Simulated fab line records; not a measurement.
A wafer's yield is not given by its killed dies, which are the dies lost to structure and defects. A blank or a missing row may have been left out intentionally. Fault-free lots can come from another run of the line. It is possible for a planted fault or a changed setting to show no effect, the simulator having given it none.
Which of the tools did it? | flow nandHarc | 13 lots, 38 wafers sampled, at 2 steps of a route of 1302

## WHAT THE GAUGES SHOWED, per wafer
NHARC_A_ONON_D1_THK_MEAS_34: measures by ellipsometry.
lot  | measured     | on           | thkNm (nm)
L929 | day 8 19:39  | filmMetro-02 | 197.7 201.1 200.7
L930 | day 9 14:16  | filmMetro-02 | 198.9 200.1 200.4
L936 | day 12 07:56 | filmMetro-01 | 198.8 194.5 199.0
L937 | day 12 15:02 | filmMetro-01 | 197.0 203.8
L940 | day 13 18:50 | filmMetro-01 | 201.8 203.4 202.0
L942 | day 14 17:10 | filmMetro-01 | 197.3 198.0 199.9
L943 | day 15 01:41 | filmMetro-01 | 202.8 203.8 202.4
L945 | day 16 04:21 | filmMetro-01 | 197.8 199.8 203.1
L947 | day 16 11:49 | filmMetro-01 | 202.0 201.3 202.6
L946 | day 16 11:58 | filmMetro-01 | 199.0 198.4 197.7
L948 | day 17 04:28 | filmMetro-02 | 198.5 200.2 196.4
L950 | day 17 19:46 | filmMetro-02 | 196.2 196.4 200.5
L949 | day 17 19:47 | filmMetro-02 | 197.1 199.2 200.3

## WHAT TOOL EACH LOT RAN ON (gives the tool, then ch and the chambers of the sampled wafers, and finally the start)
lot  | NHARC_P_BONDPAD_CMP_19
L929 | cmp-04 ch 1,2, day 7 09:31
L930 | cmp-01 ch 0,3, day 8 01:01
L936 | cmp-04 ch 0,1, day 10 14:34
L937 | cmp-04 ch 0,1, day 11 00:44
L940 | cmp-02 ch 1,2,3, day 12 02:01
L942 | cmp-02 ch 0,2,3, day 12 23:34
L943 | cmp-02 ch 0,2, day 13 11:09
L945 | cmp-02 ch 0,1,2, day 14 13:03
L947 | cmp-04 ch 0,1, day 14 18:41
L946 | cmp-02 ch 0,2,3, day 14 19:32
L948 | cmp-04 ch 1,2,3, day 15 07:06
L950 | cmp-04 ch 1,3, day 15 23:27
L949 | cmp-02 ch 0,1, day 16 00:23
- NHARC_P_BONDPAD_CMP_19: polishes, t overpolish 30 s, cu recess touch 16 s, target thk 160.81 nm.

## AS READ BY THE TOOLS THEMSELVES (means over the sampled wafers that have a number; for cases with no such wafer, the mark the record gives instead)
NHARC_P_BONDPAD_CMP_19.
lot  | tool   | motorCurrentA (A) | overpolishRunS (s) | slurryFlowMlMin
L929 | cmp-04 | 10.9              | 29.998             | 150.4
L930 | cmp-01 | 12.1              | 30.008             | 150.9
L936 | cmp-04 | 11.6              | 29.994             | 150.2
L937 | cmp-04 | 11.6              | 29.994             | 149.7
L940 | cmp-02 | 13.0              | 29.999             | 150.1
L942 | cmp-02 | 12.5              | 30.005             | 150.0
L943 | cmp-02 | 11.9              | 30.006             | 149.5
L945 | cmp-02 | 11.6              | 29.999             | 149.9
L947 | cmp-04 | 12.1              | 30.002             | 149.5
L946 | cmp-02 | 12.5              | 29.997             | 150.1
L948 | cmp-04 | 11.2              | 29.989             | 149.8
L950 | cmp-04 | 11.9              | 30.010             | 149.7
L949 | cmp-02 | 12.0              | 30.011             | 149.9

## THE ANSWER, worked out from the rows above alone
Rule: the usual values come from the lots themselves. The widest of any qualifying gaps counts: lots, ordered by their means at a reading, are off when they make up no more than a third of the lots, leave a main group of 4 or more, and stand apart from it by 3 or more times the standard deviation of that group's means. A main group is skipped when, at the precision printed for the reading in the tables above, its means are all equal. A lot without any number at a reading at which 4 lots or more have one is off too. Where the step has rows for the other lots, those lots are counted as sound. Order of review: gauges by route order, followed by the tools' own readings, for which a lot's mean as printed above is used. The first step at which some lot is off is used, and at that step the reading that is off furthest; a lot without a number counts as furthest.
Across all readings shown, no lot is off: no conclusion can be drawn from this.

## WHAT WAS PUT IN BY THE SIMULATOR
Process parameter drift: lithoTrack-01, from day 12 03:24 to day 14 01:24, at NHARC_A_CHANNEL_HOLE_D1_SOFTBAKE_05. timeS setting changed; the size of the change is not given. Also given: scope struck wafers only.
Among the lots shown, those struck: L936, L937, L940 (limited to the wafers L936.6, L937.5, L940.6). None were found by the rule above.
